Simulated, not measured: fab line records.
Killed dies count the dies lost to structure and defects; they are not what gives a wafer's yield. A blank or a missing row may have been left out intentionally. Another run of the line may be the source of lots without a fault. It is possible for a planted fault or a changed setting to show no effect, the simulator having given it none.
Comparing a struck lot with a sound one / flow nandHarc / 43 out of 1302 route steps
Sound: these wafers, L997.1, L997.4, L997.5. Wafers struck: L989.1, L989.3, L989.4. At the end, the cause is stated.
Per side, at each step with rows, come the tool, then ch with its chambers, and then its first start. Under that, the readings that differ: sound wafers / struck wafers / difference of the means / sigmas: that difference in standard deviations of wafers without a fault.
alike: same words and numbers on both sides, and readings whose means sit less than 2 such deviations apart. not compared: any withheld reading, any reading some wafer has no value for, any bound like >300 that may hide the same value, and any number with overlapping values for which the record gives no deviation.
A row with sigmas, a row that says differs or no value, or rows on one side alone: a step with any of these is where the two part. Numbers that have no deviation but don't overlap get no sigmas and don't part them. A reading missing from all wafers of one side parts the sides only when that side holds two or more wafers.

first, 4 steps without rows for these wafers: NHARC_A_CONTACT_EBR_65; NHARC_A_CONTACT_EXPOSE_66 (exposes mask A CC 2); NHARC_A_CONTACT_PEB_67 (peb time 65 s); NHARC_A_CONTACT_DEVELOP_68 (develop time 35 s).
NHARC_A_CONTACT_CD_MEAS_69: the cd target is 300 nm.
  sound on cdSem-03 ch 0, day 28 07:26; struck on cdSem-03 ch 0, day 25 12:46
  alike: cdNm
NHARC_A_CONTACT_OVL_MEAS_70:
  struck on overlay-02, day 25 12:51; sound on overlay-01, day 28 07:32
  alike: overlayXNm, overlayYNm
NHARC_A_CONTACT_INSPECT_71:
  struck on defectInspect-01, day 25 12:53; sound on defectInspect-01, day 28 07:34
  alike: rawDefectCount
NHARC_A_CONTACT_DESCUM_74: chemistry O2, time 3 s.
  sound on rieDiel-06 ch 0,3, day 28 07:38; struck on rieDiel-06 ch 0,1,3, day 25 13:07
  alike: drypumpMotorCurrentA, oesProductAu, rfVppV, showerheadPlenumPTorr, throttleValvePct
  not compared: rfHoursCounterH
then, 4 steps without rows for these wafers: NHARC_A_CONTACT_ETCH_75 (etches the open film in CF4, target depth 39 nm, time 65 s); NHARC_A_CONTACT_ETCH_76 (etches the open film in N2/H2, target depth 260 nm, time 475.3 s); NHARC_A_CONTACT_ETCH_77 (etches the open film in CF4/CHF3, target depth 108.9 nm, time 54.5 s); NHARC_A_CONTACT_ETCH_78 (etches the open film in O2/COS, target depth 5300 nm, time 1378 s).
NHARC_A_CONTACT_ETCH_124: etches the open film in C4F8/O2/Ar, time 140 s, target depth 700 nm.
  sound on harCapEtch-03 ch 0,1, day 28 09:12; struck on harCapEtch-03 ch 0,1, day 25 15:08
  not compared: rfHoursCounterH
then, 1 step without rows for these wafers: NHARC_A_CONTACT_ETCH_125 (etches the open film in C4F8/O2/Ar, time 197 s, target depth 1918 nm).
NHARC_A_CONTACT_ETCH_126: etches the open film in C4F8/O2/Ar, time 197 s, target depth 1918 nm.
  sound on harCapEtch-03 ch 0,1, day 28 09:34; struck on harCapEtch-03 ch 0,1, day 25 15:31
  not compared: rfHoursCounterH
NHARC_A_CONTACT_ETCH_127: etches the open film in C4F8/O2/Ar, time 197 s, target depth 1918 nm.
  sound on harCapEtch-03 ch 0,1, day 28 09:44; struck on harCapEtch-03 ch 0,1, day 25 15:41
  not compared: rfHoursCounterH
then, 3 steps without rows for these wafers: NHARC_A_CONTACT_ETCH_128 (etches the open film in C4F8/O2/Ar, time 197 s, target depth 1918 nm); NHARC_A_CONTACT_ETCH_129 (etches the open film in C4F8/O2/Ar, time 197 s, target depth 1918 nm); NHARC_A_CONTACT_ETCH_130 (etches the open film in C4F8/O2/Ar, time 197 s, target depth 1918 nm).
NHARC_A_CONTACT_ETCH_131: etches the open film in C4F8/O2/Ar, time 197 s, target depth 1918 nm.
  sound on harCapEtch-03 ch 0,1, day 28 10:27; struck on harCapEtch-03 ch 0,1, day 25 16:23
  not compared: rfHoursCounterH
NHARC_A_CONTACT_ETCH_132: etches the open film in C4F8/O2/Ar, time 197 s, target depth 1924 nm.
  sound on harCapEtch-03 ch 0,1, day 28 10:37; struck on harCapEtch-03 ch 0,1, day 25 16:34
  not compared: rfHoursCounterH
then, 3 steps without rows for these wafers: NHARC_A_CONTACT_ETCH_133 (etches the open film in C4F8/O2/Ar, time 374 s, target depth 1610 nm); NHARC_A_CONTACT_ETCH_91 (etches the open film in CH3F/O2, target depth 40 nm, time 85.7 s); NHARC_A_CONTACT_ETCH_97 (etches the open film in C4F6/O2, target depth 20 nm, time 10 s).
NHARC_A_CONTACT_CD_MEAS_80:
  struck on cdSem-02, day 25 17:47; sound on cdSem-03, day 28 12:14
reading=cdNm (nm); sound=287.8 288.3 288.6; struck=290.4 290.2 290.8; difference=+2.2; sigmas=+3
then, 17 steps without rows for these wafers: NHARC_A_CONTACT_STRIP_103 (strips in N2/H2); NHARC_A_CONTACT_STRIP_104 (strips in CF4/CHF3); NHARC_A_CONTACT_STRIP_105 (strips in O2/COS); NHARC_A_CONTACT_ETCH_106 (etches the open film in CF4/O2, target depth 90 nm, overetch 9 nm, time 49.5 s); NHARC_A_CONTACT_STRIP_82 (strips in O2); NHARC_A_CONTACT_STRIP_83 (strips in post etch residue remover, time 600 s); NHARC_A_CONTACT_DEP_84 (deposits aC, target thk 2800 nm); NHARC_A_CONTACT_DEP_85 (deposits SiON, target thk 60 nm); NHARC_A_CONTACT_DEHYDRATE_00 (time 120 s); NHARC_A_CONTACT_HMDS_01 (time 30 s); NHARC_A_CONTACT_COAT_86 (time 75 s); NHARC_A_CONTACT_COAT_87 (time 65 s); NHARC_A_CONTACT_COAT_02 (resist thk 90 nm); NHARC_A_CONTACT_SOFTBAKE_03 (time 55 s); NHARC_A_CONTACT_EBR_04; NHARC_A_CONTACT_EXPOSE_05 (exposes mask A CC); NHARC_A_CONTACT_PEB_06 (peb time 65 s).
-- record jumps: 2 days between struck wafers' starts before vs after; left off in module A_CONTACT, resumes in module END, first step shown is number 1302 of the route --
NHARC_END_SORT_01:
  at this point the record logs the struck wafers (prober-01 ch 0, day 27 21:25) and has no rows for the sound ones

## WHERE THEY PART
First at NHARC_A_CONTACT_CD_MEAS_80; last, within this record, at NHARC_END_SORT_01.

WHY: what had been put in by the simulator
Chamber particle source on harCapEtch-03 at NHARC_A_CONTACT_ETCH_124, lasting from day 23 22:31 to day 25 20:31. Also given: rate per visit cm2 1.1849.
